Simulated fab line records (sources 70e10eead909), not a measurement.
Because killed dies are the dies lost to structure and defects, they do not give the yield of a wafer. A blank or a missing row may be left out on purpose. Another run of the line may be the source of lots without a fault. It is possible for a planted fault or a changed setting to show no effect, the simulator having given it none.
Chamber matching | flow nand-harc | NHARC_A_CHANNEL_HOLE_D1_ETCH_44 on rie-diel-03 has 4 sister chambers
The step etches the open film in CF4/O2, target depth 140 nm, overetch 14 nm, time 77 s. 36 wafers are shown with their chamber, then 12 later ones without.

WAFERS WITH THEIR CHAMBER
wafer  | chamber | showerhead-plenum-p-Torr (Torr) | drypump-motor-current-A (A) | rf-vpp-V (V)
L074.2 | 1       | 1.42                            | 5.4                         | 199.6
L074.3 | 3       | 1.37                            | 6.4                         | 198.6
L074.5 | 0       | 1.24                            | 5.4                         | 195.5
L078.3 | 3       | 1.37                            | 6.4                         | 197.3
L078.4 | 1       | 1.42                            | 5.4                         | 199.7
L078.5 | 2       | 1.30                            | 5.5                         | 198.1
L080.3 | 1       | 1.42                            | 5.4                         | 200.3
L080.4 | 3       | 1.37                            | 6.5                         | 197.1
L080.6 | 2       | 1.30                            | 5.5                         | 197.5
L081.2 | 1       | 1.42                            | 5.4                         | 197.6
L081.4 | 0       | 1.24                            | 5.4                         | 196.8
L081.6 | 3       | 1.37                            | 6.4                         | 198.4
L084.3 | 3       | 1.37                            | 6.4                         | 199.3
L084.4 | 2       | 1.30                            | 5.6                         | 197.9
L084.6 | 3       | 1.37                            | 6.4                         | 198.6
L083.2 | 2       | 1.30                            | 5.5                         | 197.5
L083.3 | 1       | 1.42                            | 5.4                         | 199.8
L083.4 | 3       | 1.37                            | 6.4                         | 198.3
L086.4 | 1       | 1.42                            | 5.5                         | 200.8
L086.5 | 1       | 1.42                            | 5.5                         | 198.7
L086.6 | 2       | 1.29                            | 5.5                         | 197.4
L087.3 | 2       | 1.29                            | 5.6                         | 197.0
L087.4 | 0       | 1.24                            | 5.4                         | 193.5
L087.6 | 1       | 1.42                            | 5.4                         | 199.3
L088.2 | 1       | 1.42                            | 5.5                         | 198.4
L088.3 | 0       | 1.24                            | 5.4                         | 195.1
L088.6 | 0       | 1.24                            | 5.4                         | 195.9
L089.2 | 1       | 1.42                            | 5.5                         | 199.5
L089.3 | 2       | 1.29                            | 5.5                         | 196.8
L089.4 | 2       | 1.29                            | 5.5                         | 198.4
L090.4 | 2       | 1.29                            | 5.5                         | 198.1
L090.5 | 3       | 1.37                            | 6.4                         | 198.6
L090.6 | 0       | 1.24                            | 5.4                         | 196.1
L091.3 | 2       | 1.29                            | 5.5                         | 196.5
L091.4 | 3       | 1.37                            | 6.4                         | 200.2
L091.5 | 0       | 1.24                            | 5.4                         | 197.5

SIGNATURES (means of the wafers above)
reading                  | chamber 0 | chamber 1 | chamber 2 | chamber 3 | scatter within a chamber
showerhead-plenum-p-Torr | 1.2400    | 1.4200    | 1.2940    | 1.3700    | 0.00274
drypump-motor-current-A  | 5.400     | 5.440     | 5.520     | 6.411     | 0.0391
rf-vpp-V                 | 195.771   | 199.370   | 197.520   | 198.489   | 0.937
Rule: a wafer lies at a distance from a chamber equal to the root of the sum of squares, over the readings, of (its reading less the chamber's mean, divided by the reading's scatter). The wafer belongs to the nearest chamber; if the next one is less than 2 further off, it can't be placed. The scatter: take each reading less its chamber's mean, square it, sum over the shown wafers, divide by the number of wafers less the number of chambers, and take the root.

WAFERS WHOSE CHAMBER IS MISSING
wafer  | showerhead-plenum-p-Torr (Torr) | drypump-motor-current-A (A) | rf-vpp-V (V)
L092.3 | 1.37                            | 6.4                         | 197.3
L092.4 | 1.42                            | 5.4                         | 199.7
L092.5 | 1.42                            | 5.4                         | 199.9
L094.1 | 1.29                            | 5.5                         | 197.4
L094.3 | 1.37                            | 6.4                         | 200.0
L094.6 | 1.24                            | 5.4                         | 196.0
L095.1 | 1.37                            | 6.4                         | 197.5
L095.4 | 1.42                            | 5.4                         | 199.3
L095.5 | 1.29                            | 5.5                         | 196.1
L096.2 | 1.29                            | 5.5                         | 196.9
L096.4 | 1.24                            | 5.4                         | 196.6
L096.5 | 1.29                            | 5.5                         | 196.0

EACH ONE'S CHAMBER
wafer  | from the rows above | in truth
L092.3 | 3                   | 3
L092.4 | 1                   | 1
L092.5 | 1                   | 1
L094.1 | 2                   | 2
L094.3 | 3                   | 3
L094.6 | 0                   | 0
L095.1 | 3                   | 3
L095.4 | 1                   | 1
L095.5 | 2                   | 2
L096.2 | 2                   | 2
L096.4 | 0                   | 0
L096.5 | 2                   | 2
Correct placement for 12 of the 12. Left unplaced by these rows: 0. Number placed wrongly: 0.
